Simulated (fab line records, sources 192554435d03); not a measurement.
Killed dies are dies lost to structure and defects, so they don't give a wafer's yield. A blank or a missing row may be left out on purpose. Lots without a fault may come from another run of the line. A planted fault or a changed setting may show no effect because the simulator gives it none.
fab line records | flow n5_finfet
record lots=10 wafers=28 last_day=19
route steps=1938 shown BEOL_M0@723 BEOL_M4@1111 PASSIVATION@1936
lots that met no fault: from a run of the same line without faults
start_h: hours from the record's first day to the start of the lot's first wafer shown | wait_h: hours since the lot's step before | " the same as in the row above | L1.1+2: a row that stands for several wafers | - no value, or no start given | * or withheld: withheld | < > ~ a bound
route shown NAME@n: a module of which the file shows steps, and the number in the route of the first | usual: mean/standard deviation of fault-free wafers | same: alike in all rows | chamber/n: place in a boat | sites: the reading at each site | _std_site: their standard deviation | _edge_site: outer sites' mean less inner sites' | radius_mm: how far each site lies from the wafer's centre | mask NAME#n: copy n | behind: the tool/chamber that last shaped the wafer | hold: why the lot was held/for how many hours/how that ended | device: the transistor (n, p or np) that didn't switch | end of line: the same wafers' tests at the end of the route | a step without rows: its recipe alone | killed: dies lost to structure and defects at the first sort, not the wafer's yield | map: a wafer's dies, x killed, . not, _ none there
set.NAME: the setting as run; set.NAME@STEP: as run at that earlier step | model.NAME: the simulator's own value behind a step, which no gauge read
steps of the route over a sample of lots; a table a step, a row a wafer
services: from which hour (start_h, from the record's first day; less than 0 if before it) a tool's chamber was out of use, for how many hours, and why
## steps
# step N5_BEOL_M0_OCD_MEAS_108
# usual trench_depth_nm=32.9/0.64
# columns lot.wafer tool chamber start_h wait_h trench_depth_nm
L928.3 ocd-01 - 133.79 0.1 32.3
L928.6 " - " " 32.5
L930.3 ocd-02 - 137.94 0.1 31.9
L930.5 " - " " 32.5
L931.1 ocd-02 - 147.05 0.1 32.5
L931.4 " - " " 33.6
L931.6 " - " " 33.7
L933.1 ocd-02 - 160.59 0.1 32.6
L933.3 " - " " 33.3
L933.6 " - " " 33.0
L935.1 ocd-02 - 168.26 0.1 32.1
L935.4 " - " " 33.5
L935.5 " - " " 32.1
L936.1 ocd-02 - 178.58 0.1 32.0
L936.5 " - " " 33.3
L936.6 " - " " 32.7
L947.1 ocd-01 - 234.50 0.1 33.4
L947.3 " - " " 32.7
L947.5 " - " " 31.8
L946.1 ocd-02 - 236.96 0.1 32.2
L946.2 " - " " 34.1
L946.3 " - " " 32.1
L948.1 ocd-01 - 250.86 0.1 31.8
L948.5 " - " " 32.4
L948.6 " - " " 31.8
L949.1 ocd-02 - 258.70 0.1 31.8
L949.3 " - " " 32.2
L949.5 " - " " 31.8
# step N5_BEOL_M0_PRE_CLEAN_113
# recipe gas=H2/He time_s=30 temp_c=250
# usual heater_power_w=327/29
# same time_s=30
# columns lot.wafer tool chamber start_h wait_h heater_power_w
L928.3 pvd_sputter-02 - 134.38 0.0 371
L928.6 " - " " 375
L930.3 pvd_sputter-03 - 138.45 0.0 350
L930.5 " - " " 347
L931.1 pvd_sputter-02 - 147.40 0.0 311
L931.4 " - " " 371
L931.6 " - " " 359
L933.1 pvd_sputter-02 - 161.26 0.0 312
L933.3 " - " " 359
L933.6 " - " " 373
L935.1 pvd_sputter-01 - 168.94 0.0 309
L935.4 " - " " 306
L935.5 " - " " 277
L936.1 pvd_sputter-01 - 180.20 0.0 304
L936.5 " - " " 274
L936.6 " - " " 335
L947.1 pvd_sputter-02 - 235.68 0.0 379
L947.3 " - " " 316
L947.5 " - " " 329
L946.1 pvd_sputter-01 - 237.46 0.0 303
L946.2 " - " " 336
L946.3 " - " " 275
L948.1 pvd_sputter-01 - 251.23 0.0 350
L948.5 " - " " 347
L948.6 " - " " 306
L949.1 pvd_sputter-01 - 260.44 0.0 348
L949.3 " - " " 306
L949.5 " - " " 313
# step N5_BEOL_M0_SURFACE_TREAT_137
# recipe gas=Ar time_s=* ion_energy_ev=* ion_current_ma_cm2=0.5 pressure_mtorr=* ar_flow_sccm=30
# usual ar_flow_sccm=29.99/0.094 pressure_mtorr=* throttle_valve_pct=*
# same time_s=*
# columns lot.wafer tool chamber start_h wait_h ar_flow_sccm pressure_mtorr throttle_valve_pct
L928.3 pvd_sputter-03 - 134.67 0.1 29.96 * *
L928.6 " - " " 29.80 * *
L930.3 pvd_sputter-03 - 138.78 0.2 30.03 * *
L930.5 " - " " 30.06 * *
L931.1 pvd_sputter-01 - 147.96 0.4 30.12 * *
L931.4 " - " " 29.95 * *
L931.6 " - " " 29.98 * *
L933.1 pvd_sputter-02 - 161.59 0.2 30.05 * *
L933.3 " - " " 30.02 * *
L933.6 " - " " 30.09 * *
L935.1 pvd_sputter-02 - 169.29 0.2 29.93 * *
L935.4 " - " " 30.00 * *
L935.5 " - " " 30.05 * *
L936.1 pvd_sputter-01 - 180.52 0.2 30.04 * *
L936.5 " - " " 30.18 * *
L936.6 " - " " 30.18 * *
L947.1 pvd_sputter-02 - 236.26 0.2 30.02 * *
L947.3 " - " " 30.05 * *
L947.5 " - " " 29.88 * *
L946.1 pvd_sputter-03 - 238.64 1.0 30.04 * *
L946.2 " - " " 30.11 * *
L946.3 " - " " 29.98 * *
L948.1 pvd_sputter-03 - 251.52 0.1 30.06 * *
L948.5 " - " " 29.85 * *
L948.6 " - " " 30.20 * *
L949.1 pvd_sputter-01 - 261.06 0.4 30.09 * *
L949.3 " - " " 29.89 * *
L949.5 " - " " 29.94 * *
# step N5_BEOL_M0_ECD_118
# recipe material=Cu target_thk_a=3000
# columns lot.wafer tool chamber start_h wait_h
L928.3+6 ecd_cu-01 0,1 135.33 0.1
L930.3+5 ecd_cu-02 1 139.55 0.1
L931.1+4+6 ecd_cu-01 0 149.04 0.1
L933.1+3+6 ecd_cu-01 1,0,0 162.46 0.1
L935.1+4+5 ecd_cu-01 0,1,1 169.96 0.1
L936.1+5+6 ecd_cu-01 0,0,1 181.25 0.1
L947.1+3+5 ecd_cu-02 1,1,0 236.99 0.1
L946.1+2+3 ecd_cu-01 1,0,0 239.87 0.1
L948.1+5+6 ecd_cu-01 1,1,0 253.91 0.1
L949.1+3+5 ecd_cu-02 0 261.72 0.1
# step N5_BEOL_M0_CMP_120
# recipe stop_on=SiOC t_overpolish_s=6.9 down_force_psi=1 platen_rpm=50 clearing_platen_down_force_psi=1.5 clearing_platen_rpm=50 post_cmp_clean=cu_alkaline clearing_platen_pad_velocity_m_s=0.99484 pad_velocity_m_s=0.99484
# usual edge_zone_pressure_frac=1.001/0.005 motor_current_A=5.8/0.37 time_to_endpoint_s=64/3.5
# columns lot.wafer tool chamber start_h wait_h edge_zone_pressure_frac motor_current_A time_to_endpoint_s
L928.3 cmp-04 2 135.73 0.2 0.997 5.2 66
L928.6 " 3 " " 1.000 6.0 64
L930.3 cmp-02 3 139.99 0.2 1.003 5.7 58
L930.5 " 2 " " 0.995 5.6 59
L931.4 cmp-03 0 149.42 0.1 1.005 5.2 60
L931.1 " 3 " " 0.999 5.3 65
L931.6 " 0 " " 0.998 5.8 64
L933.1 cmp-04 1 163.49 0.3 0.999 5.7 61
L933.3 " 0 " " 0.998 5.7 62
L933.6 " 1 " " 0.997 5.5 63
L935.1 cmp-03 2 170.37 0.3 1.005 6.0 0
L935.4 " 3 " " 0.998 5.4 3
L935.5 " 1 " " 0.998 6.0 0
L936.1 cmp-04 0 182.04 0.4 1.006 6.0 0
L936.5 " 1 " " 0.996 5.6 0
L936.6 " 2 " " 1.001 5.2 0
L947.3 cmp-04 0 237.85 0.2 0.996 6.2 66
L947.1 " 1 " " 1.005 5.5 71
L947.5 " 0 " " 0.997 6.2 66
L946.3 cmp-04 2 240.25 0.2 1.002 5.2 69
L946.2 " 0 " " 0.998 6.2 67
L946.1 " 1 " " 0.999 5.4 68
L948.1 cmp-04 1 254.30 0.3 1.012 5.6 62
L948.5 " 1 " " 1.000 6.0 62
L948.6 " 2 " " 1.004 5.2 62
L949.3 cmp-03 1 262.17 0.2 1.006 6.0 63
L949.1 " 2 " " 1.005 5.9 66
L949.5 " 3 " " 0.998 5.6 72
# step N5_BEOL_M0_RS_MEAS_126
# recipe thk_meas_gauge=four-point-probe reads=Co_of_BEOL_M0_CO_CAP_123+Cu_of_BEOL_M0_ECD_118+Co_of_BEOL_M0_CVD_115+TaN_of_BEOL_M0_ALD_136
# usual M0_RS=0.525/0.02
# columns lot.wafer tool chamber start_h wait_h M0_RS[ohm/sq]
L928.3 film_metro-02 - 136.34 0.1 0.525
L928.6 " - " " 0.537
L930.3 film_metro-02 - 140.47 0.1 0.556
L930.5 " - " " 0.549
L931.1 film_metro-02 - 150.00 0.1 0.523
L931.4 " - " " 0.529
L931.6 " - " " 0.539
L933.1 film_metro-02 - 164.04 0.0 0.531
L933.3 " - " " 0.519
L933.6 " - " " 0.513
L935.1 film_metro-01 - 170.89 0.0 90.137
L935.4 " - " " 91.575
L935.5 " - " " 90.827
L936.1 film_metro-02 - 182.61 0.0 94.739
L936.5 " - " " 91.159
L936.6 " - " " 87.732
L947.1 film_metro-01 - 238.41 0.0 0.510
L947.3 " - " " 0.519
L947.5 " - " " 0.503
L946.1 film_metro-01 - 240.80 0.0 0.534
L946.2 " - " " 0.508
L946.3 " - " " 0.512
L948.1 film_metro-01 - 254.86 0.0 0.567
L948.5 " - " " 0.533
L948.6 " - " " 0.531
L949.1 film_metro-02 - 262.65 0.0 0.508
L949.3 " - " " 0.512
L949.5 " - " " 0.501
# step N5_BEOL_M4_RC_MEAS_101
# usual DIBL_N=36.5/1.9 DIBL_P=36.4/2.2 IOFF_N=0.17/0.034 IOFF_P=0.21/0.036 ION_N=678/12 ION_P=462/7.1 SS_N=71.7/0.61 SS_P=73.4/0.71 VT_N=249/3.5 VT_P=-251/3
# columns lot.wafer tool chamber start_h wait_h DIBL_N[mV/V] DIBL_P[mV/V] IOFF_N[nA/um] IOFF_P[nA/um] ION_N[uA/um] ION_P[uA/um] SS_N[mV/dec] SS_P[mV/dec] VT_N[mV] VT_P[mV]
L930.3 prober-01 0 193.03 0.3 34.2 34.7 0.15 0.20 675 464 70.5 72.9 249 -249
L930.5 " 0 " " 34.4 34.6 0.15 0.20 676 471 70.9 73.6 250 -248
L928.3 prober-02 0 204.51 0.3 39.2 39.0 0.22 0.23 689 462 72.0 74.0 246 -252
L928.6 " 0 " " 39.5 38.4 0.22 0.24 677 464 72.4 73.7 245 -252
L931.1 prober-02 0 209.41 0.0 38.1 38.5 0.20 0.25 687 464 71.9 73.6 246 -249
L931.4 " 0 " " 35.4 33.8 0.14 0.18 670 456 71.4 72.7 251 -252
L931.6 " 0 " " 39.0 39.9 0.22 0.28 688 473 72.3 74.6 245 -248
L933.1 prober-02 0 238.07 0.0 34.9 34.9 0.15 0.20 681 470 71.3 73.2 247 -250
L933.3 " 0 " " 35.3 33.9 0.15 0.19 666 458 71.8 72.7 249 -248
L933.6 " 0 " " 34.3 33.7 0.14 0.19 667 469 71.0 72.7 250 -253
L947.1 prober-01 0 308.03 0.2 37.5 38.5 0.20 0.21 690 465 73.0 74.2 247 -251
L947.3 " 0 " " 36.0 37.6 0.16 0.18 665 449 71.5 73.1 250 -254
L947.5 " 0 " " 35.6 37.0 0.16 0.19 686 466 71.1 73.4 248 -256
L946.1 prober-01 0 318.58 0.0 38.7 38.4 0.20 0.27 687 466 72.4 74.0 247 -246
L946.2 " 0 " " 36.4 35.0 0.16 0.21 684 465 71.9 73.6 249 -250
L946.3 " 0 " " 35.9 34.8 0.14 0.20 678 468 71.1 73.4 252 -253
L948.1 prober-01 0 333.86 0.0 33.3 33.5 0.13 0.15 663 460 71.1 72.2 250 -253
L948.5 " 0 " " 37.5 38.2 0.19 0.21 677 459 72.0 73.9 248 -250
L948.6 " 0 " " 36.8 36.7 0.18 0.20 680 460 71.3 73.4 244 -252
L949.1 prober-01 0 347.71 0.0 36.4 35.3 0.16 0.21 669 459 71.8 73.7 250 -250
L949.3 " 0 " " 34.1 32.6 0.13 0.17 673 464 71.4 72.4 253 -253
L949.5 " 0 " " 34.1 32.6 0.13 0.18 676 466 71.1 73.0 251 -252
# step N5_PASSIVATION_PROBE_49
# usual defect_limited_yield=91.0/1.5 killed_at_M0_to_M3=35/11 killed_at_M4_up=13/5 killed_at_contacts=12/5.9 killed_at_front_end=42/13 killed_at_other=3/3.2 killed_dies=106/18 killed_on_rim=14/4.2 killed_open=69/13 killed_short=35/8.9 sort_bin_5_function=5.2/0.95 sort_bin_6_memory=3.3/0.71 sort_n_pass=1074/18 sort_yield_pct=91.0/1.5
# same gross_dies=1180 killed_at_back_side=0 sort_bin_4_leakage[%]=0 sort_bin_8_speed[%]=0
# columns lot.wafer tool chamber start_h wait_h defect_limited_yield[%] killed_at_M0_to_M3 killed_at_M4_up killed_at_contacts killed_at_front_end killed_at_other killed_dies killed_on_rim killed_open killed_short sort_bin_5_function[%] sort_bin_6_memory[%] sort_n_pass sort_yield_pct[%]
L931.1 prober-02 - 339.87 0.0 93.3 15 11 7 42 4 79 13 55 22 4.3 2.3 1101 93.3
L931.4 prober-02 - 340.02 0.2 92.5 17 13 5 53 0 88 20 62 26 3.8 3.3 1092 92.5
L931.6 prober-02 - 340.12 0.3 91.1 24 15 12 53 1 105 12 68 35 5.8 3.1 1075 91.1
L935.1 prober-02 - 363.27 0.0 0 1116 14 6 32 12 1180 152 65 47 95.7 3.5 0 0
L935.4 prober-02 - 363.42 0.2 0 1112 8 5 54 1 1180 152 86 47 95.4 4.2 0 0
L935.5 prober-02 - 363.47 0.2 0 1134 17 6 21 2 1180 152 53 33 96.8 3.2 0 0
L936.1 prober-01 - 366.84 0.0 0 1122 21 6 24 7 1180 152 52 37 96.9 3.0 0 0
L936.5 prober-01 - 367.04 0.2 0 1117 21 5 36 1 1180 152 59 30 96.9 3.1 0 0
L936.6 prober-01 - 367.09 0.3 0 1119 16 3 38 4 1180 152 66 22 96.9 2.7 0 0
L946.1 prober-02 - 434.13 0.0 90.9 29 16 4 46 12 107 13 66 34 5.4 3.0 1073 90.9
L946.2 prober-02 - 434.18 0.1 91.9 33 15 5 36 6 95 10 63 31 4.8 2.7 1085 91.9
L946.3 prober-02 - 434.23 0.1 91.3 33 11 11 40 8 103 16 64 38 5.6 2.9 1077 91.3
L947.1 prober-02 - 436.08 0.0 93.6 20 9 12 35 0 76 11 42 33 4.2 2.0 1104 93.6
L947.3 prober-02 - 436.18 0.1 91.9 24 13 15 44 0 96 10 68 26 4.6 3.3 1084 91.9
L947.5 prober-02 - 436.28 0.2 91.2 42 10 21 29 2 104 17 71 29 4.1 4.3 1076 91.2
L949.1 prober-02 - 465.08 0.0 92.5 29 14 13 32 0 88 12 60 27 4.3 3.1 1092 92.5
L949.3 prober-02 - 465.18 0.1 93.3 30 12 17 20 0 79 8 51 25 4.7 1.6 1101 93.3
L949.5 prober-02 - 465.28 0.2 92.4 26 11 12 37 4 90 13 53 33 4.5 2.6 1090 92.4
# killed by level:class
L931.1 STI_FIN_REVEAL:geometric_particle:open=10 FIN_SAQP:geometric_particle:open=9 FIN_SAQP:geometric_particle:short=8 GATE_CUT:geometric_particle:open=7 MOL_CONTACT_COAG:geometric_particle:open=5 BEOL_M3:geometric_particle:open=5 BEOL_M0_SAQP:geometric_particle:short=4 DUMMY_GATE:geometric_particle:open=3
L931.4 FIN_SAQP:geometric_particle:short=11 FIN_SAQP:geometric_particle:open=10 STI_FIN_REVEAL:geometric_particle:open=9 BEOL_M0_SAQP:geometric_particle:open=7 GATE_CUT:geometric_particle:short=5 MOL_CONTACT_COAG:geometric_particle:open=5 BEOL_M4:geometric_particle:open=5 BEOL_M2:geometric_particle:open=4
L931.6 STI_FIN_REVEAL:geometric_particle:open=14 FIN_SAQP:geometric_particle:open=12 MOL_CONTACT_COAG:geometric_particle:open=10 BEOL_M4:geometric_particle:open=8 BEOL_M0_SAQP:geometric_particle:short=7 GATE_CUT:geometric_particle:short=7 STI_FIN_REVEAL:geometric_particle:short=5 FIN_SAQP:geometric_particle:short=4
L935.1 BEOL_M0:area_ecd=1067 FIN_SAQP:geometric_particle:open=12 BEOL_M3:geometric_particle:open=11 BEOL_M0_SAQP:geometric_particle:short=9 FIN_SAQP:geometric_particle:short=7 BEOL_M2:geometric_particle:short=7 BEOL_M0_SAQP:geometric_particle:open=6 MIM_TOP_ETCH:geometric_particle:open=6
L935.4 BEOL_M0:area_ecd=1046 FIN_SAQP:geometric_particle:open=16 BEOL_M1:geometric_particle:open=13 STI_FIN_REVEAL:geometric_particle:open=11 BEOL_M0_SAQP:geometric_particle:short=11 BEOL_M0_SAQP:geometric_particle:open=10 FIN_SAQP:geometric_particle:short=8 BEOL_M3:geometric_particle:open=7
L935.5 BEOL_M0:area_ecd=1091 BEOL_M1:geometric_particle:open=9 BEOL_M0_SAQP:geometric_particle:short=8 BEOL_M3:geometric_particle:open=6 MOL_CONTACT_COAG:geometric_particle:open=5 BEOL_M1:geometric_particle:short=5 BEOL_M3:geometric_particle:short=5 STI_FIN_REVEAL:geometric_particle:open=4
L936.1 BEOL_M0:area_ecd=1091 BEOL_M0_SAQP:geometric_particle:short=12 BEOL_M4:geometric_particle:open=10 BEOL_M0_SAQP:geometric_particle:open=6 FIN_SAQP:geometric_particle:open=4 STI_FIN_REVEAL:geometric_particle:open=4 GATE_CUT:geometric_particle:short=4 MOL_CONTACT_COAG:geometric_particle:open=4
L936.5 BEOL_M0:area_ecd=1091 BEOL_M3:geometric_particle:open=11 FIN_SAQP:geometric_particle:open=8 BEOL_M2:geometric_particle:open=8 BEOL_M4:geometric_particle:open=8 GATE_CUT:geometric_particle:short=6 MOL_CONTACT_COAG:geometric_particle:open=5 FIN_SAQP:geometric_particle:short=4
L936.6 BEOL_M0:area_ecd=1092 DUMMY_GATE:geometric_particle:open=9 BEOL_M3:geometric_particle:open=9 STI_FIN_REVEAL:geometric_particle:open=8 BEOL_M4:geometric_particle:open=8 BEOL_M1:geometric_particle:open=4 GATE_CUT:geometric_particle:short=4 FIN_SAQP:geometric_particle:short=3
L946.1 FIN_SAQP:geometric_particle:open=12 GATE_CUT:geometric_particle:short=10 BEOL_M4:geometric_particle:open=10 BEOL_M0_SAQP:geometric_particle:short=8 STI_FIN_REVEAL:geometric_particle:open=7 BEOL_M0_SAQP:geometric_particle:open=6 PASS1_CAP:geometric_particle:open=6 HKMG_FIN:area_etch=6
L946.2 STI_FIN_REVEAL:geometric_particle:open=13 BEOL_M4:geometric_particle:open=10 BEOL_M0_SAQP:geometric_particle:short=9 BEOL_M0_SAQP:geometric_particle:open=8 BEOL_M3:geometric_particle:open=7 FIN_SAQP:geometric_particle:short=5 MOL_CONTACT_COAG:geometric_particle:open=4 BEOL_M1:geometric_particle:open=4
L946.3 BEOL_M3:geometric_particle:open=10 STI_FIN_REVEAL:geometric_particle:open=9 BEOL_M0_SAQP:geometric_particle:short=9 FIN_SAQP:geometric_particle:open=7 MOL_CONTACT_COAG:geometric_particle:open=7 BEOL_M4:geometric_particle:open=7 BEOL_M0_SAQP:geometric_particle:open=6 FIN_SAQP:geometric_particle:short=5
L947.1 MOL_CONTACT_COAG:geometric_particle:open=9 DUMMY_GATE:geometric_particle:open=6 BEOL_M0_SAQP:geometric_particle:short=6 FIN_SAQP:geometric_particle:short=5 GATE_CUT:geometric_particle:short=4 BEOL_M0_SAQP:geometric_particle:open=4 STI_FIN_REVEAL:geometric_particle:short=3 DUMMY_GATE:geometric_particle:short=3
L947.3 MOL_CONTACT_COAG:geometric_particle:open=11 STI_FIN_REVEAL:geometric_particle:open=7 FIN_SAQP:geometric_particle:open=6 DUMMY_GATE:geometric_particle:open=6 GATE_CUT:geometric_particle:open=6 BEOL_M2:geometric_particle:open=6 GATE_CUT:geometric_particle:short=5 BEOL_M0_SAQP:geometric_particle:short=5
L947.5 MOL_CONTACT_COAG:geometric_particle:open=19 BEOL_M2:geometric_particle:open=9 BEOL_M3:geometric_particle:open=9 STI_FIN_REVEAL:geometric_particle:open=8 BEOL_M0_SAQP:geometric_particle:short=7 BEOL_M4:geometric_particle:open=5 GATE_CUT:geometric_particle:short=4 BEOL_M2:geometric_particle:short=4
L949.1 MOL_CONTACT_COAG:geometric_particle:open=12 BEOL_M0_SAQP:geometric_particle:open=10 BEOL_M0_SAQP:geometric_particle:short=7 BEOL_M2:geometric_particle:open=6 FIN_SAQP:geometric_particle:open=5 FIN_SAQP:geometric_particle:short=5 STI_FIN_REVEAL:geometric_particle:open=5 GATE_CUT:geometric_particle:short=5
L949.3 MOL_CONTACT_COAG:geometric_particle:open=13 BEOL_M2:geometric_particle:open=6 BEOL_M2:geometric_particle:short=6 FIN_SAQP:geometric_particle:short=5 MOL_CONTACT_COAG:geometric_particle:short=4 BEOL_M0_SAQP:geometric_particle:short=4 BEOL_M4:geometric_particle:open=4 FIN_SAQP:geometric_particle:open=3
L949.5 MOL_CONTACT_COAG:geometric_particle:open=11 FIN_SAQP:geometric_particle:short=10 FIN_SAQP:geometric_particle:open=6 BEOL_M0:geometric_particle:short=5 BEOL_M2:geometric_particle:open=5 BEOL_M3:geometric_particle:open=5 ILD0:geometric_particle:short=3 BEOL_M0_SAQP:geometric_particle:open=3
## services
# columns tool chamber start_h hours kind
pvd_sputter-02 - 111.05 11.4 repair
cmp-04 - 116.65 5.2 pm
pvd_sputter-01 - 117.23 4.4 repair
cmp-04 - 122.07 4.2 repair
pvd_sputter-01 - 123.44 20.3 repair
cmp-02 - 123.52 8.0 pm
pvd_sputter-02 - 125.09 1.1 repair
ecd_cu-02 - 128.46 4.2 pm
ecd_cu-01 - 139.34 3.2 pm
cmp-02 - 148.85 15.6 pm
cmp-03 - 153.70 4.0 pm
pvd_sputter-03 - 157.03 5.4 repair
cmp-03 - 157.70 - consumable_replace:conditioner
cmp-03 - 157.70 - consumable_replace:pad
cmp-04 - 168.18 4.9 pm
ecd_cu-02 - 194.89 2.1 repair
cmp-02 - 204.19 4.0 pm
cmp-02 - 217.95 6.6 repair
pvd_sputter-02 - 229.10 4.9 repair
ecd_cu-01 - 244.54 1.5 repair
ecd_cu-02 - 246.11 0.9 repair
cmp-04 - 250.04 4.0 pm
cmp-04 - 254.04 - consumable_replace:conditioner
cmp-04 - 254.04 - consumable_replace:pad
## key
first_sign step=N5_BEOL_M0_CMP_120 reading=time_to_endpoint_s direction=down sigmas=18 usual=* struck=*
effect step=N5_BEOL_M0_RS_MEAS_126 reading=M0_RS direction=up sigmas=99+ usual=0.525 struck=91.028
effect step=N5_PASSIVATION_PROBE_49 reading=killed_at_M0_to_M3 direction=up sigmas=99+ usual=35 struck=1120
more_kills_born_at N5_BEOL_M0_ECD_118@ecd_cu-01=6478
met_at N5_BEOL_M0_ECD_118
struck_lots L935,L936
later_rows_left_out L935.1,L935.4,L935.5,L936.1,L936.5,L936.6
not_acting_at N5_BEOL_M0_OCD_MEAS_108,N5_BEOL_M0_PRE_CLEAN_113,N5_BEOL_M0_SURFACE_TREAT_137
onset_between 162.46 169.96
fault kind=skipped_step_whole tool=ecd_cu-01 chamber=- onset_h=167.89 steps=N5_BEOL_M0_ECD_118 scope=struck_lots_only
# later_rows_left_out: the simulator's readings of these wafers behind a module that went badly wrong aren't trusted and aren't shown, but for the sort
